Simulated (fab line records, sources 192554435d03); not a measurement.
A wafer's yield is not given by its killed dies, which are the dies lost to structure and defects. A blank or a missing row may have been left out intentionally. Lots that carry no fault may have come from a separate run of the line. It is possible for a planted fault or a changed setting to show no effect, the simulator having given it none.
fab line records	flow n5-finfet
record lots=5	wafers=15	last-day=16
route steps=1938 shown DUMMY_GATE@235 BEOL_M4@1111 PASSIVATION@1936
lots that met no fault: taken from a fault-free run of the same line
start-h: hours from the record's first day to the start of the lot's first wafer shown	wait-h: hours elapsed since this lot's preceding step	" identical to the entry in the row above	L1.1+2: one row covering several wafers at once	- no value, or no start was given	* or withheld: withheld	< > ~ a bound
route shown NAME@n: NAME is a module with steps in the file, n the number in the route of the first one	usual: average and standard deviation across the fault-free wafers	same: alike in all rows	chamber/n: place in a boat	sites: readings site by site	_std_site: their standard deviation	_edge_site: outer sites' mean less inner sites'	radius-mm: how far each site lies from the wafer's centre	mask NAME#n: copy n	behind: the tool/chamber that last shaped the wafer	hold: why the lot went on hold/how many hours it stayed there/how the hold came to an end	device: names the non-switching transistor (n, p or np)	end of line: at the end of the route, the tests of the same wafers	a step with no rows: only its recipe	killed: dies that structure and defects cost at the first sort, which is not the same as the wafer's yield	map: a wafer's dies, marking killed ones x, the rest . and places with no die _
set.NAME: the setting that was run; set.NAME@STEP: the one run at that earlier step	model.NAME: the simulator's own value behind a step, which no gauge read
certain route steps with their lots: each step a table, each wafer a row
services: when a tool's chamber went out of use (start-h, in hours from the record's first day, below 0 if earlier), for how many hours, and the reason
## steps
# step N5_DUMMY_GATE_ETCH_29
# recipe chemistry=N2/H2	target=underlayer	target-depth-a=130	ion-energy-ev=200	pressure-mtorr=30	source-w=840	bias-w=150	n2-flow-sccm=200	h2-flow-sccm=200
# step N5_DUMMY_GATE_ETCH_36
# recipe chemistry=CF4	target=SiARC	target-depth-a=130	pressure-mtorr=40	source-w=545	bias-w=36	Ar_flow_sccm=100	cf4-flow-sccm=100	ion-energy-ev=80
# usual drypump-motor-current-A=5.7/0.35	oes-product-au=0.75/0.052	rf-vpp-V=183.8/1.1	showerhead-plenum-p-Torr=2.12/0.061	throttle-valve-pct=15.70/0.23
lot.wafer	tool	chamber	start-h	wait-h	drypump-motor-current-A	oes-product-au	rf-hours-counter-h	rf-vpp-V	showerhead-plenum-p-Torr	throttle-valve-pct
L489.2	rie-diel-03	3	71.75	0.0	5.7	0.77	158	181.7	2.05	15.59
L489.3	"	1	"	"	6.2	0.79	135	185.3	2.24	15.93
L489.5	"	2	"	"	6.0	0.73	-	184.4	2.02	15.90
L493.2	rie-diel-03	0	95.21	0.0	5.7	0.73	159	184.9	2.21	15.61
L493.5	"	3	"	"	5.7	0.77	-	183.8	2.05	15.61
L493.6	"	2	"	"	6.0	0.73	-	182.0	2.01	15.90
L497.2	rie-diel-03	3	122.54	0.0	5.7	0.76	174	183.7	2.04	15.62
L497.4	"	0	"	"	5.7	0.71	168	185.9	2.21	15.64
L497.6	"	3	"	"	5.8	0.75	-	182.6	2.04	15.62
L502.3	rie-diel-02	0	148.06	0.0	6.3	0.74	189	184.2	2.15	16.07
L502.4	"	2	"	"	5.1	0.72	187	184.5	2.12	15.81
L502.5	"	3	"	"	5.4	0.82	-	185.6	2.14	15.12
L506.2	rie-diel-01	0	173.46	0.0	5.6	0.70	236	184.7	2.12	15.61
L506.4	"	2	"	"	6.2	0.77	147	182.8	2.06	15.62
L506.5	"	3	"	"	5.4	0.70	-	182.5	2.15	15.73
# step N5_DUMMY_GATE_ETCH_37
# recipe chemistry=N2/H2	target=SOC	target-depth-a=600	overetch-a=300	temp-c=40	ion-energy-ev=200	pressure-mtorr=30	source-w=840	bias-w=150	n2-flow-sccm=200	h2-flow-sccm=200
# usual drypump-motor-current-A=5.7/0.35	oes-product-au=0.59/0.042	rf-vpp-V=523.2/2.2	showerhead-plenum-p-Torr=2.52/0.078	throttle-valve-pct=17.85/0.26
lot.wafer	tool	chamber	start-h	wait-h	drypump-motor-current-A	oes-product-au	rf-hours-counter-h	rf-vpp-V	showerhead-plenum-p-Torr	throttle-valve-pct
L489.2	rie-diel-03	3	71.79	0.0	5.8	0.59	158	521.5	2.41	17.59
L489.3	"	1	"	"	6.2	0.62	135	526.7	2.65	18.10
L489.5	"	2	"	"	6.0	0.56	-	520.1	2.38	17.97
L493.2	rie-diel-03	0	95.25	0.0	5.7	0.60	159	526.9	2.65	17.76
L493.5	"	3	"	"	5.7	0.58	-	522.1	2.41	17.60
L493.6	"	2	"	"	6.0	0.56	-	518.0	2.38	17.97
L497.2	rie-diel-03	3	122.58	0.0	5.8	0.58	174	522.0	2.40	17.61
L497.4	"	0	"	"	5.7	0.59	168	524.6	2.64	17.78
L497.6	"	3	"	"	5.7	0.58	-	520.4	2.40	17.61
L502.3	rie-diel-02	0	148.10	0.0	6.3	0.58	189	524.3	2.55	18.49
L502.4	"	2	"	"	5.1	0.55	187	522.7	2.53	17.94
L502.5	"	3	"	"	5.4	0.65	-	523.2	2.56	17.37
L506.2	rie-diel-01	0	173.50	0.0	5.7	0.55	236	522.9	2.51	17.66
L506.4	"	2	"	"	6.2	0.61	147	521.0	2.46	18.02
L506.5	"	3	"	"	5.4	0.59	-	524.7	2.53	17.85
# step N5_DUMMY_GATE_STRIP_38
# recipe chemistry=N2/H2	temp-c=40	n2-flow-sccm=200	h2-flow-sccm=200	rf-frequency-hz=6e+07
# step N5_DUMMY_GATE_STRIP_39
# recipe chemistry=N2/H2	temp-c=40	n2-flow-sccm=200	h2-flow-sccm=200	rf-frequency-hz=6e+07
# step N5_DUMMY_GATE_TRIM_49
# recipe chemistry=O2	resist=SOC	time-s=29	target-cd-nm=14	source-power-w=300	bias-power-w=0	O2_flow_sccm=100	temp-c=20
# step N5_DUMMY_GATE_STRIP_40
# recipe chemistry=CF4	resist=SiARC	power-w=300	bias-power-w=75	pressure-mtorr=50	cf4-flow-sccm=150	rf-frequency-hz=6e+07
# step N5_DUMMY_GATE_CD_MEAS_50
# recipe target-cd-nm=14
# usual cd-nm=13.8/0.5
lot.wafer	tool	chamber	start-h	wait-h	cd-nm
L489.2	cd-sem-03	-	72.02	0.0	13.9
L489.3	"	-	"	"	12.7
L489.5	"	-	"	"	14.1
L493.2	cd-sem-01	-	95.48	0.0	14.2
L493.5	"	-	"	"	13.6
L493.6	"	-	"	"	14.0
L497.2	cd-sem-01	-	122.81	0.0	13.8
L497.4	"	-	"	"	15.1
L497.6	"	-	"	"	14.4
L502.3	cd-sem-03	-	148.33	0.0	13.6
L502.4	"	-	"	"	13.7
L502.5	"	-	"	"	13.7
L506.2	cd-sem-03	-	173.73	0.0	14.0
L506.4	"	-	"	"	13.4
L506.5	"	-	"	"	14.4
# step N5_DUMMY_GATE_ETCH_31
# recipe chemistry=C4F6/O2	target=SiO2	mask-material=SOC	target-depth-a=825	time-s=27.5	ion-energy-ev=250	pressure-mtorr=30	source-w=345	bias-w=185	Ar_flow_sccm=300	C4F6_flow_sccm=10	O2_flow_sccm=10
# usual drypump-motor-current-A=5.8/0.36	oes_f_703_au=0.76/0.055	oes-product-au=0.75/0.053	rf-vpp-V=668/23	showerhead-plenum-p-Torr=2.83/0.085	throttle-valve-pct=21.23/0.27
lot.wafer	tool	chamber	start-h	wait-h	drypump-motor-current-A	oes_f_703_au	oes-product-au	rf-hours-counter-h	rf-vpp-V	showerhead-plenum-p-Torr	throttle-valve-pct
L489.2	rie-diel-02	0	72.09	0.1	6.2	0.74	0.75	164	636	2.87	21.68
L489.3	"	1	"	"	5.8	0.69	0.68	249	676	2.80	21.23
L489.5	"	3	"	"	5.4	0.84	0.84	-	670	2.89	20.74
L493.2	rie-diel-02	3	95.53	0.0	5.4	0.83	0.82	62	670	2.88	20.73
L493.5	"	2	"	"	5.1	0.75	0.72	-	673	2.82	21.25
L493.6	"	0	"	"	6.3	0.75	0.74	-	637	2.87	21.70
L497.2	rie-diel-01	3	122.85	0.0	5.4	0.69	0.73	154	675	2.86	21.27
L497.4	"	0	"	"	5.7	0.72	0.71	222	689	2.80	21.02
L497.6	"	0	"	"	5.6	0.73	0.71	-	689	2.80	21.01
L502.3	rie-diel-02	3	148.50	0.2	5.3	0.81	0.80	80	670	2.88	20.74
L502.4	"	1	"	"	5.8	0.96	0.96	12	675	2.80	20.94
L502.5	"	1	"	"	5.8	0.97	0.95	-	676	2.80	20.91
L506.2	rie-diel-03	1	174.10	0.4	6.2	0.76	0.76	165	671	2.96	21.56
L506.4	"	2	"	"	6.0	0.73	0.70	247	658	2.67	21.43
L506.5	"	1	"	"	6.2	0.76	0.75	-	671	2.96	21.57
# step N5_DUMMY_GATE_STRIP_41
# recipe chemistry=O2	power-w=400	temp-c=40	pressure-mtorr=30	rf-frequency-hz=6e+07	bias-power-w=0	overash-fraction=0.3	o2-flow-sccm=225
# step N5_DUMMY_GATE_HM_OPEN_21
# recipe chemistry=CH3F/O2	target=SiNx	target-depth-a=1200	Ar_flow_sccm=150	CH3F_flow_sccm=30	O2_flow_sccm=23	time-s=171.4	pressure-mtorr=30	source-w=395	bias-w=73	ion-energy-ev=120.7
# usual drypump-motor-current-A=5.8/0.36	oes_f_703_au=0.76/0.057	oes-product-au=0.75/0.054	rf-vpp-V=301/10	showerhead-plenum-p-Torr=2.01/0.061	throttle-valve-pct=16.55/0.23
lot.wafer	tool	chamber	start-h	wait-h	drypump-motor-current-A	oes_f_703_au	oes-product-au	rf-hours-counter-h	rf-vpp-V	showerhead-plenum-p-Torr	throttle-valve-pct
L489.2	rie-diel-02	0	72.17	0.0	6.3	0.77	0.75	164	285	2.03	16.85
L489.3	"	1	"	"	5.8	0.68	0.69	249	304	1.99	16.61
L489.5	"	3	"	"	5.3	0.84	0.85	-	302	2.05	16.02
L493.2	rie-diel-02	3	95.61	0.0	5.4	0.84	0.83	62	301	2.05	16.03
L493.5	"	2	"	"	5.1	0.74	0.72	-	302	2.01	16.63
L493.6	"	0	"	"	6.2	0.77	0.75	-	285	2.03	16.88
L497.2	rie-diel-01	3	122.94	0.0	5.4	0.69	0.73	154	303	2.03	16.54
L497.4	"	0	"	"	5.7	0.73	0.71	222	310	1.99	16.43
L497.6	"	0	"	"	5.7	0.72	0.71	-	311	1.99	16.43
L502.3	rie-diel-02	3	148.59	0.0	5.4	0.81	0.81	80	300	2.04	16.08
L502.4	"	1	"	"	5.8	0.95	0.97	12	304	1.98	16.20
L502.5	"	1	"	"	5.8	0.95	0.95	-	305	1.98	16.23
L506.2	rie-diel-03	1	174.18	0.0	6.2	0.76	0.74	165	302	2.10	16.80
L506.4	"	2	"	"	6.0	0.73	0.68	247	296	1.89	16.81
L506.5	"	1	"	"	6.2	0.76	0.75	-	304	2.10	16.81
# step N5_DUMMY_GATE_ETCH_32
# recipe chemistry=CF4	target=SiO2	target-depth-a=35	time-s=3.9	ion-energy-ev=350	pressure-mtorr=10	icp-w=800	bias-w=400	cf4-flow-sccm=80
# step N5_DUMMY_GATE_ETCH_23
# recipe chemistry=HBr/Cl2/O2	HBr_flow_sccm=150	Cl2_flow_sccm=80	O2_flow_sccm=12	bias-w=102	target-depth-a=410	time-s=22.3	target=poly-Si	mask-material=SiO2	pressure-mtorr=10	icp-w=800
# usual HBr_flow_sccm=150.0/0.47	drypump-motor-current-A=6.0/0.47	oes-product-au=1.012/0.014	throttle-valve-pct=37.5/0.49
lot.wafer	tool	chamber	start-h	wait-h	HBr_flow_sccm	drypump-motor-current-A	oes-product-au	rf-hours-counter-h	throttle-valve-pct	model.etch.depth-nm
L489.2	rie-si-01	3	72.37	0.0	150.1	5.6	1.034	143	37.4	41.81
L489.3	"	1	"	"	150.2	5.6	1.019	159	37.7	41.62
L489.5	"	0	"	"	150.3	6.0	1.030	-	37.4	42.31
L493.2	rie-si-02	2	95.81	0.0	150.2	5.6	1.009	177	37.4	41.65
L493.5	"	2	"	"	149.6	5.6	1.016	-	37.4	41.87
L493.6	"	3	"	"	149.9	6.4	1.004	-	37.8	39.84
L497.2	rie-si-02	2	123.13	0.0	150.2	5.6	0.868	178	37.4	33.32
L497.4	"	3	"	"	149.9	6.4	1.015	38	37.8	40.37
L497.6	"	0	"	"	149.4	5.6	0.994	-	36.8	41.1
L502.3	rie-si-06	1	148.78	0.0	149.4	6.7	1.019	61	38.0	40.92
L502.4	"	0	"	"	150.0	6.6	1.018	115	38.2	40.81
L502.5	"	1	"	"	149.7	6.7	1.011	-	38.0	40.93
L506.2	rie-si-06	1	174.38	0.0	150.1	6.7	1.002	62	38.0	40.94
L506.4	"	2	"	"	150.1	5.8	0.989	184	37.6	41.6
L506.5	"	0	"	"	150.5	6.6	1.029	-	38.2	41.23
# step N5_DUMMY_GATE_ETCH_44
# recipe chemistry=HBr/O2	over-etch-frac=0.7	target-depth-a=1275	stop-on=SiO2	ion-energy-ev=60	bias-w=20	target=poly-Si	mask-material=SiO2	pressure-mtorr=20	icp-w=400	HBr_flow_sccm=120	O2_flow_sccm=10
# usual HBr_flow_sccm=120.0/0.37	drypump-motor-current-A=6.0/0.48	oes-product-au=0.730/0.013	throttle-valve-pct=18.59/0.23
lot.wafer	tool	chamber	start-h	wait-h	HBr_flow_sccm	drypump-motor-current-A	oes-product-au	rf-hours-counter-h	throttle-valve-pct
L489.2	rie-si-01	3	72.43	0.0	119.9	5.6	0.744	143	18.51
L489.3	"	1	"	"	120.6	5.6	0.749	159	18.83
L489.5	"	0	"	"	120.9	6.0	0.727	-	18.31
L493.2	rie-si-02	2	95.86	0.0	119.8	5.6	0.718	177	18.54
L493.5	"	2	"	"	120.1	5.6	0.734	-	18.54
L493.6	"	3	"	"	120.0	6.4	0.749	-	18.48
L497.2	rie-si-02	2	123.19	0.0	120.1	5.6	0.722	178	18.54
L497.4	"	3	"	"	119.8	6.4	0.742	38	18.50
L497.6	"	0	"	"	119.5	5.5	0.730	-	18.43
L502.3	rie-si-06	1	148.84	0.0	119.5	6.7	0.732	61	18.90
L502.4	"	0	"	"	119.9	6.6	0.749	116	18.92
L502.5	"	1	"	"	119.6	6.7	0.722	-	18.92
L506.2	rie-si-06	1	174.43	0.0	119.7	6.7	0.736	62	18.92
L506.4	"	2	"	"	120.3	5.8	0.709	184	18.61
L506.5	"	0	"	"	119.7	6.6	0.743	-	18.92
# step N5_BEOL_M4_RC_MEAS_101
# usual DIBL_N=37.5/2	DIBL_P=37.5/2.5	IOFF_N=0.18/0.042	IOFF_P=0.24/0.046	ION_N=677/15	ION_P=464/9.5	SS_N=72.0/0.76	SS_P=73.6/0.79	VT_N=249/3.5	VT_P=-249/3.2
lot.wafer	tool	chamber	start-h	wait-h	DIBL_N[mV/V]	DIBL_P[mV/V]	IOFF_N[nA/um]	IOFF_P[nA/um]	ION_N[uA/um]	ION_P[uA/um]	SS_N[mV/dec]	SS_P[mV/dec]	VT_N[mV]	VT_P[mV]
L489.2	prober-02	0	182.70	0.2	38.2	35.4	0.17	0.23	671	462	72.1	73.1	252	-247
L489.3	"	0	"	"	40.2	40.1	0.21	0.32	691	479	72.4	74.3	247	-244
L489.5	"	0	"	"	36.9	33.5	0.15	0.21	660	461	72.1	72.7	254	-247
L493.2	prober-02	0	216.26	0.2	37.4	39.1	0.19	0.25	684	477	71.0	73.2	246	-247
L493.5	"	0	"	"	37.1	37.2	0.16	0.20	666	456	71.5	73.4	252	-250
L493.6	"	0	"	"	38.7	40.6	0.20	0.28	687	470	72.6	73.9	246	-243
L497.2	prober-01	0	244.63	0.2	42.4	41.2	0.27	0.29	687	472	73.2	74.1	245	-248
L497.4	"	0	"	"	36.1	35.0	0.14	0.19	658	457	71.3	73.5	251	-251
L497.6	"	0	"	"	37.2	34.7	0.14	0.18	654	451	71.6	73.7	253	-253
L502.3	prober-01	0	267.09	0.3	38.3	39.4	0.21	0.27	678	468	71.9	74.3	247	-248
L502.4	"	0	"	"	35.8	36.5	0.16	0.22	679	473	71.4	73.4	251	-251
L502.5	"	0	"	"	32.1	31.8	0.11	0.16	666	470	70.4	72.3	254	-256
L506.2	prober-02	0	294.64	0.2	35.6	33.7	0.15	0.18	655	448	71.5	73.1	252	-255
L506.4	"	0	"	"	39.6	39.1	0.22	0.26	681	459	72.5	74.7	247	-250
L506.5	"	0	"	"	37.7	36.8	0.20	0.22	686	462	72.2	73.8	246	-250
# step N5_PASSIVATION_PROBE_49
# usual defect-limited-yield=91.8/1.5	killed_at_M0_to_M3=33/11	killed_at_M4_up=13/5	killed-at-contacts=11/5.6	killed-at-front-end=36/12	killed-at-other=3.4/2.5	killed-dies=97/18	killed-open=64/13	killed-short=31/6.9	sort_bin_4_leakage=0.01/0.048	sort_bin_5_function=4.8/1	sort_bin_6_memory=3.1/0.64	sort-n-pass=1083/18	sort-yield-pct=91.8/1.5
# same gross-dies=1180	killed-at-back-side=0	sort_bin_8_speed[%]=0
lot.wafer	tool	chamber	start-h	wait-h	defect-limited-yield[%]	killed_at_M0_to_M3	killed_at_M4_up	killed-at-contacts	killed-at-front-end	killed-at-other	killed-dies	killed-open	killed-short	sort_bin_4_leakage[%]	sort_bin_5_function[%]	sort_bin_6_memory[%]	sort-n-pass	sort-yield-pct[%]
L489.2	prober-01	-	289.94	0.1	91.6	18	6	10	61	4	99	63	35	0	5.1	2.7	1081	91.6
L489.3	prober-01	-	289.99	0.1	90.2	45	14	9	45	3	116	79	37	0	5.7	3.8	1064	90.2
L489.5	prober-01	-	290.09	0.2	93.2	24	4	4	44	4	80	50	29	0	4.0	2.5	1100	93.2
L493.2	prober-01	-	327.49	0.1	91.5	20	10	23	43	4	100	65	34	0	4.8	3.3	1080	91.5
L493.5	prober-01	-	327.64	0.2	91.2	32	13	19	36	4	104	72	32	0	5.2	3.4	1076	91.2
L493.6	prober-01	-	327.69	0.3	91.4	35	6	11	38	11	101	65	35	0	4.7	3.6	1079	91.4
L502.3	prober-02	-	370.18	0.1	89.7	49	17	10	42	3	121	83	36	0	6.6	3.3	1059	89.7
L502.4	prober-02	-	370.23	0.2	92.3	31	15	15	30	0	91	61	30	0	4.2	3.3	1089	92.3
L502.5	prober-02	-	370.28	0.2	90.6	39	19	21	26	6	111	65	42	0	5.6	3.1	1069	90.6
# killed by level:class
L489.2 GATE_CUT:geometric-particle:short=12 STI_FIN_REVEAL:geometric-particle:open=10 FIN_SAQP:geometric-particle:open=9 MOL_CONTACT_COAG:geometric-particle:open=8 DUMMY_GATE:geometric-particle:open=6 DUMMY_GATE:geometric-particle:short=5 BEOL_M2:geometric-particle:open=5 BEOL_M3:geometric-particle:open=5
L489.3 STI_FIN_REVEAL:geometric-particle:open=12 BEOL_M1:geometric-particle:open=10 BEOL_M2:geometric-particle:open=9 BEOL_M3:geometric-particle:open=9 FIN_SAQP:geometric-particle:open=7 FIN_SAQP:geometric-particle:short=7 BEOL_M0_SAQP:geometric-particle:open=6 MOL_CONTACT_COAG:geometric-particle:open=5
L489.5 GATE_CUT:geometric-particle:short=10 FIN_SAQP:geometric-particle:open=9 BEOL_M0_SAQP:geometric-particle:open=7 STI_FIN_REVEAL:geometric-particle:open=6 FIN_SAQP:geometric-particle:short=5 BEOL_M3:geometric-particle:open=5 BEOL_M2:geometric-particle:open=4 GATE_CUT:geometric-particle:open=4
L493.2 MOL_CONTACT_COAG:geometric-particle:open=18 FIN_SAQP:geometric-particle:short=11 BEOL_M1:geometric-particle:open=8 STI_FIN_REVEAL:geometric-particle:open=6 FIN_SAQP:geometric-particle:open=5 MOL_CONTACT_COAG:geometric-particle:short=5 STARTING-WAFER:geometric-particle:short=5 STARTING-WAFER:geometric-particle:open=5
L493.5 MOL_CONTACT_COAG:geometric-particle:open=13 STI_FIN_REVEAL:geometric-particle:open=12 BEOL_M2:geometric-particle:open=7 BEOL_M3:geometric-particle:open=7 FIN_SAQP:geometric-particle:open=6 MOL_CONTACT_COAG:geometric-particle:short=6 BEOL_M0_SAQP:geometric-particle:short=6 BEOL_M0_SAQP:geometric-particle:open=5
L493.6 MOL_CONTACT_COAG:geometric-particle:open=11 BEOL_M2:geometric-particle:open=10 BEOL_M3:geometric-particle:open=9 FIN_SAQP:geometric-particle:short=6 STI_FIN_REVEAL:geometric-particle:open=6 FIN_SAQP:geometric-particle:open=5 GATE_CUT:geometric-particle:short=5 BEOL_M0_SAQP:geometric-particle:short=5
L502.3 BEOL_M3:geometric-particle:open=12 BEOL_M2:geometric-particle:open=10 MOL_CONTACT_COAG:geometric-particle:open=10 FIN_SAQP:geometric-particle:open=7 STI_FIN_REVEAL:geometric-particle:open=7 GATE_CUT:geometric-particle:short=7 BEOL_M1:geometric-particle:open=7 BEOL_M0_SAQP:geometric-particle:open=6
L502.4 MOL_CONTACT_COAG:geometric-particle:open=10 FIN_SAQP:geometric-particle:open=6 BEOL_M0_SAQP:geometric-particle:open=6 BEOL_M0_SAQP:geometric-particle:short=6 GATE_CUT:geometric-particle:short=5 MOL_CONTACT_COAG:geometric-particle:short=5 BEOL_M3:geometric-particle:open=5 BEOL_M0:geometric-particle:open=5
L502.5 MOL_CONTACT_COAG:geometric-particle:open=15 BEOL_M0_SAQP:geometric-particle:short=9 BEOL_M0_SAQP:geometric-particle:open=7 FIN_SAQP:geometric-particle:short=6 STI_FIN_REVEAL:geometric-particle:open=6 BEOL_M2:geometric-particle:open=6 BEOL_M1:geometric-particle:open=5 MOL_CONTACT_COAG:geometric-particle:short=5
## services
tool	chamber	start-h	hours	kind
rie-diel-01	2	53.35	6.5	repair
rie-si-02	-	53.90	4.3	repair
rie-si-06	0	54.70	11.8	repair
rie-si-02	1	58.64	-	clean
rie-si-02	1	58.64	18.7	scheduled-down
rie-si-02	1	58.64	18.7	vent-cycle
rie-si-01	2	66.03	18.4	repair
rie-si-06	1	78.56	15.7	repair
rie-diel-02	1	78.97	-	clean
rie-diel-02	1	78.97	-	consumable-replace:focus-ring
rie-diel-02	1	78.97	27.7	scheduled-down
rie-diel-02	1	78.97	27.7	vent-cycle
rie-si-02	-	89.12	0.6	repair
rie-diel-01	2	96.68	7.6	repair
rie-si-01	-	124.96	15.6	pm
rie-diel-01	0	137.19	2.4	repair
rie-si-01	2	147.21	3.1	repair
rie-si-02	0	151.61	12.7	repair
## key
first-sign step=N5_DUMMY_GATE_ETCH_23	reading=oes-product-au	direction=down	sigmas=10	usual=1.012	struck=0.868
effect none on later readings
model-effect step=N5_DUMMY_GATE_ETCH_23	value=etch.depth-nm	without=42.14	struck=33.32
met-at N5_DUMMY_GATE_ETCH_23
struck-wafers L497.2
onset-between 95.81 123.13
fault kind=process-parameter-drift	tool=rie-si-02	chamber=-	onset-h=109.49	steps=N5_DUMMY_GATE_ETCH_23	channel=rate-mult	offset=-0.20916	shape=step	end-h=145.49	scope=struck-wafers-only
